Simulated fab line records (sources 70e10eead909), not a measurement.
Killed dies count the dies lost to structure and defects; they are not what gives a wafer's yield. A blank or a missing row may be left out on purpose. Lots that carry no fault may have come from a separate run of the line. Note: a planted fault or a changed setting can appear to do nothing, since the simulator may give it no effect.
Chamber matching ; flow nandHarc ; 3 sister chambers for NHARC_A_STAIRCASE_DEP_301 on pecvd-01
The step deposits SiON, target thk 30 nm. 18 wafers are shown with their chamber, then 9 later ones without.

WAFERS WITH THEIR CHAMBER
wafer;chamber;heaterPowerW (W);susceptorTempC (C)
L075.3;2;652;400.14
L075.4;2;667;399.99
L075.5;0;681;400.03
L076.2;2;604;400.27
L076.5;0;782;400.18
L076.6;1;747;400.23
L077.3;1;789;400.15
L077.5;0;688;400.19
L077.6;2;678;399.55
L079.2;1;760;400.29
L079.3;2;602;399.63
L079.6;1;774;400.09
L080.1;2;560;400.04
L080.5;1;751;400.19
L080.6;0;765;399.51
L082.2;1;704;400.31
L082.4;0;794;400.34
L082.6;2;639;399.91

SIGNATURES (averages over the wafers above)
reading;chamber 0;chamber 1;chamber 2;scatter within a chamber
heaterPowerW;742.00;754.17;628.86;41.9
susceptorTempC;400.0500;400.2100;399.9329;0.239
Rule: a wafer lies at a distance from a chamber equal to the root of the sum of squares, over the readings, of (its reading less the chamber's mean, divided by the reading's scatter). The wafer belongs to the nearest chamber; if the next one is less than 2 further off, it can't be placed. The scatter: take each reading less its chamber's mean, square it, sum over the shown wafers, divide by the number of wafers less the number of chambers, and take the root.

WAFERS WITHOUT THEIR CHAMBER
wafer;heaterPowerW (W);susceptorTempC (C)
L088.2;576;399.56
L088.4;662;399.92
L088.5;566;399.86
L092.1;725;399.71
L092.4;767;399.77
L092.6;836;400.05
L093.2;767;399.99
L093.3;807;400.01
L093.6;683;400.11

CHAMBER TAKEN BY EACH
wafer;from the rows above;in truth
L088.2;2;2
L088.4;can't be placed: 2 or 0 or 1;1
L088.5;2;2
L092.1;can't be placed: 0 or 1 or 2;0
L092.4;can't be placed: 0 or 1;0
L092.6;can't be placed: 1 or 0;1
L093.2;can't be placed: 0 or 1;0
L093.3;can't be placed: 1 or 0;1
L093.6;can't be placed: 0 or 2 or 1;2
Correct placement for 2 of the 9. Cannot be placed on the basis of these rows: 7; the candidates contain the true chamber in 7. 0 placed wrongly.
